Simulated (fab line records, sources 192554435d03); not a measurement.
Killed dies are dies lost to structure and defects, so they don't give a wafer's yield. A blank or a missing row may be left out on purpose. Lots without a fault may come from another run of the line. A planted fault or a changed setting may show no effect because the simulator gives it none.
fab line records | flow n5_finfet | part 2 of 2: steps 20 to 29 of 29
record lots=5 wafers=15 last_day=16
route steps=1938 shown BEOL_M8@1360
lots that met no fault: from a run of the same line without faults
start_h: hours from the record's first day to the start of the lot's first wafer shown | wait_h: hours since the lot's step before | " the same as in the row above | L1.1+2: a row that stands for several wafers | - no value, or no start given | * or withheld: withheld | < > ~ a bound
route shown NAME@n: a module of which the file shows steps, and the number in the route of the first | usual: mean/standard deviation of fault-free wafers | same: alike in all rows | chamber/n: place in a boat | sites: the reading at each site | _std_site: their standard deviation | _edge_site: outer sites' mean less inner sites' | radius_mm: how far each site lies from the wafer's centre | mask NAME#n: copy n | behind: the tool/chamber that last shaped the wafer | hold: why the lot was held/for how many hours/how that ended | device: the transistor (n, p or np) that didn't switch | end of line: the same wafers' tests at the end of the route | a step without rows: its recipe alone | killed: dies lost to structure and defects at the first sort, not the wafer's yield | map: a wafer's dies, x killed, . not, _ none there
set.NAME: the setting as run; set.NAME@STEP: as run at that earlier step | model.NAME: the simulator's own value behind a step, which no gauge read
lots at some steps of the route; a table a step, a row a wafer
services: from which hour (start_h, from the record's first day; less than 0 if before it) a tool's chamber was out of use, for how many hours, and why
## steps
# step N5_BEOL_M8_STRIP_80
# recipe chemistry=N2/H2 time_s=10 power_w=450 temp_c=40 pressure_mtorr=20 rf_frequency_hz=6e+07 bias_power_w=7 n2_flow_sccm=200 h2_flow_sccm=200
# usual bias_power_w=7.000/0.02 drypump_motor_current_A=5.5/0.49 oes_product_au=0.77/0.067 rf_vpp_V=59.3/0.85 showerhead_plenum_p_Torr=2.59/0.074 throttle_valve_pct=23.77/0.14
# same time_s=10
# columns lot.wafer tool chamber start_h wait_h bias_power_w drypump_motor_current_A oes_product_au rf_hours_counter_h rf_vpp_V showerhead_plenum_p_Torr throttle_valve_pct
L077.2 rie_diel-05 0 - - 7.034 6.2 0.82 94 58.4 2.45 23.75
L077.4 " 2 " " 7.022 5.6 0.87 67 60.1 2.70 23.79
L077.5 " 1 " " 6.949 5.7 0.83 - 58.9 2.47 24.03
L075.1 rie_diel-03 0 - - 6.998 5.7 0.73 164 59.4 2.65 23.89
L075.3 " 1 " " 6.993 5.2 0.78 135 58.8 2.56 23.86
L075.5 " 2 " " 7.013 5.3 0.74 - 60.4 2.53 23.89
L086.2 rie_diel-03 0 - - 6.988 5.7 0.71 188 58.7 2.64 23.91
L086.4 " 1 " " 7.015 5.3 0.76 157 58.9 2.55 23.92
L086.5 " 0 " " 7.019 5.7 0.72 - 58.6 2.64 23.92
L088.1 rie_diel-01 2 - - 6.984 5.0 0.68 224 59.6 2.59 23.65
L088.4 " 3 " " 6.986 5.4 0.68 231 58.4 2.61 23.68
L088.6 " 1 " " 7.006 5.2 0.81 - 59.2 2.57 23.60
L091.1 rie_diel-05 1 - - 7.006 5.7 0.79 120 59.6 2.46 24.09
L091.2 " 2 " " 6.982 5.6 0.81 104 60.1 2.68 23.82
L091.4 " 3 " " 6.969 4.6 0.79 117 59.6 2.66 23.78
# step N5_BEOL_M8_OCD_MEAS_38
# usual trench_depth_nm=93.5/1.8
# columns lot.wafer tool chamber start_h wait_h trench_depth_nm
L077.2 ocd-01 - 232.20 - 91.9
L077.4 " - " " 99.1
L077.5 " - " " 95.1
L075.1 ocd-01 - 232.30 - 93.9
L075.3 " - " " 92.7
L075.5 " - " " 92.0
L086.2 ocd-02 - 294.97 - 93.9
L086.4 " - " " 92.2
L086.5 " - " " 93.6
L088.1 ocd-01 - 313.82 - 91.9
L088.4 " - " " 92.3
L088.6 " - " " 94.1
L091.1 ocd-02 - 324.82 - 93.2
L091.2 " - " " 97.0
L091.4 " - " " 90.1
# step N5_BEOL_M8_HM_STRIP_39
# recipe chemistry=peroxide_tin_strip material=TiN target_depth_a=250 temp_c=50 time_s=158
# same time_s=158
# columns lot.wafer tool chamber start_h wait_h
L077.2+4+5 wet_bench-01 0,3,1 232.23 0.0
L075.1+3+5 wet_bench-06 4,0,2 232.33 0.0
L086.2+4+5 wet_bench-01 4,6,2 295.01 0.0
L088.1+4+6 wet_bench-01 3,2,6 313.85 0.0
L091.1+2+4 wet_bench-02 3,4,2 324.85 0.0
# step N5_BEOL_M8_SRD_40
# recipe time_s=30 temp_c=23 rinse_liquid=diw dry=ipa_marangoni
# same time_s=30
# columns lot.wafer tool chamber start_h wait_h
L077.2+4+5 wet_bench-01 0,3,1 232.28 0.0
L075.1+3+5 wet_bench-06 4,0,2 232.38 0.0
L086.2+4+5 wet_bench-01 4,6,2 295.05 0.0
L088.1+4+6 wet_bench-01 3,2,6 313.90 0.0
L091.1+2+4 wet_bench-02 3,4,2 324.90 0.0
# step N5_BEOL_M8_PRECLEAN_42
# recipe chemistry=residue_remover time_s=60 temp_c=40
# same time_s=60
# columns lot.wafer tool chamber start_h wait_h
L077.2+4+5 wet_bench-01 0,3,1 232.29 0.0
L075.1+3+5 wet_bench-06 4,0,2 232.40 0.0
L086.2+4+5 wet_bench-01 4,6,2 295.07 0.0
L088.1+4+6 wet_bench-01 3,2,6 313.92 0.0
L091.1+2+4 wet_bench-02 3,4,2 324.92 0.0
# step N5_BEOL_M8_SRD_43
# recipe time_s=30 temp_c=23 rinse_liquid=diw dry=ipa_marangoni
# same time_s=30
# columns lot.wafer tool chamber start_h wait_h
L077.2+4+5 wet_bench-01 0,3,1 232.31 0.0
L075.1+3+5 wet_bench-06 4,0,2 232.41 0.0
L086.2+4+5 wet_bench-01 4,6,2 295.09 0.0
L088.1+4+6 wet_bench-01 3,2,6 313.93 0.0
L091.1+2+4 wet_bench-02 3,4,2 324.93 0.0
# step N5_BEOL_M8_CD_MEAS_35
# recipe target_cd_nm=40 polarity=opening
# usual cd_nm=39.9/0.53
# columns lot.wafer tool chamber start_h wait_h cd_nm
L077.2 cd_sem-02 - 232.35 0.0 40.1
L077.4 " - " " 40.2
L077.5 " - " " 40.3
L075.1 cd_sem-03 - 232.45 0.0 38.9
L075.3 " - " " 39.1
L075.5 " - " " 39.5
L086.2 cd_sem-02 - 295.13 0.0 39.8
L086.4 " - " " 40.7
L086.5 " - " " 40.3
L088.1 cd_sem-01 - 313.97 0.0 39.5
L088.4 " - " " 39.2
L088.6 " - " " 39.4
L091.1 cd_sem-03 - 324.97 0.0 40.0
L091.2 " - " " 39.8
L091.4 " - " " 39.5
# step N5_BEOL_M8_CURE_75
# recipe temp_c=370 time_s=120 ambient=DMADMS/He material=SiCOH_lowk
# usual lamp_power_pct=52.31/0.051 wafer_temp_C_max=371.7/0.47
# same time_s=120
# columns lot.wafer tool chamber start_h wait_h lamp_power_pct wafer_temp_C_max
L077.2 uv_cure-03 1 232.44 0.1 52.25 372.2
L077.4 " 1 " " 52.34 372.5
L077.5 " 1 " " 52.33 371.9
L075.1 uv_cure-01 2 232.51 0.1 52.36 371.1
L075.3 " 2 " " 52.28 370.7
L075.5 " 2 " " 52.28 371.3
L086.2 uv_cure-03 2 295.22 0.1 52.36 371.4
L086.4 " 2 " " 52.34 371.5
L086.5 " 2 " " 52.34 371.3
L088.1 uv_cure-03 0 314.02 0.0 52.29 370.8
L088.4 " 0 " " 52.24 371.3
L088.6 " 0 " " 52.37 371.0
L091.1 uv_cure-02 2 325.11 0.1 52.38 373.0
L091.2 " 2 " " 52.42 372.2
L091.4 " 2 " " 52.30 371.7
# step N5_BEOL_M8_DEGAS_44
# recipe ambient=vacuum temp_c=250 time_s=60
# usual heater_power_w=321/35
# same time_s=60
# columns lot.wafer tool chamber start_h wait_h heater_power_w
L077.2 pvd_sputter-03 - 234.85 2.4 308
L077.4 " - " " 293
L077.5 " - " " 309
L075.1 pvd_sputter-02 - 235.02 2.5 362
L075.3 " - " " 371
L075.5 " - " " 291
L086.2 pvd_sputter-01 - 295.62 0.4 311
L086.4 " - " " 318
L086.5 " - " " 318
L088.1 pvd_sputter-02 - 314.37 0.3 385
L088.4 " - " " 370
L088.6 " - " " 377
L091.1 pvd_sputter-02 - 325.47 0.3 298
L091.2 " - " " 352
L091.4 " - " " 288
# step N5_BEOL_M8_PRE_CLEAN_45
# recipe gas=H2/He time_s=30 temp_c=250
# usual heater_power_w=322/35
# same time_s=30
# columns lot.wafer tool chamber start_h wait_h heater_power_w
L077.2 pvd_sputter-03 - 234.89 0.0 310
L077.4 " - " " 297
L077.5 " - " " 317
L075.1 pvd_sputter-02 - 235.06 0.0 361
L075.3 " - " " 391
L075.5 " - " " 292
L086.2 pvd_sputter-01 - 295.66 0.0 308
L086.4 " - " " 324
L086.5 " - " " 314
L088.1 pvd_sputter-02 - 314.41 0.0 372
L088.4 " - " " 372
L088.6 " - " " 381
L091.1 pvd_sputter-02 - 325.51 0.0 304
L091.2 " - " " 380
L091.4 " - " " 292
## services
# columns tool chamber start_h hours kind
rie_diel-03 3 216.77 - clean
rie_diel-03 3 216.77 - consumable_replace:focus_ring
rie_diel-03 3 216.77 - consumable_replace:showerhead
rie_diel-03 3 216.77 18.6 scheduled_down
rie_diel-03 3 216.77 18.6 vent_cycle
euv_scanner-02 - 226.00 27.4 repair
rie_diel-01 0 228.17 6.0 repair
rie_diel-01 - 238.12 15.6 pm
euv_scanner-01 - 247.85 1.0 pm
uv_cure-01 - 250.88 7.5 pm
euv_scanner-01 - 253.37 4.6 pm
litho_track-03 - 257.94 - consumable_replace:filter
euv_scanner-02 - 257.97 4.6 pm
rie_diel-01 1 263.76 3.0 repair
euv_scanner-01 - 267.97 - calibration
rie_diel-05 1 270.84 14.1 repair
euv_scanner-01 - 289.97 1.0 pm
litho_track-01 - 307.21 - consumable_replace:filter
uv_cure-03 - 310.08 2.0 repair
euv_scanner-02 - 315.78 1.0 pm
uv_cure-03 - 316.30 7.5 pm
uv_cure-02 - 317.76 1.0 pm
rie_diel-01 - 322.39 0.2 repair
euv_scanner-01 - 325.34 1.6 repair
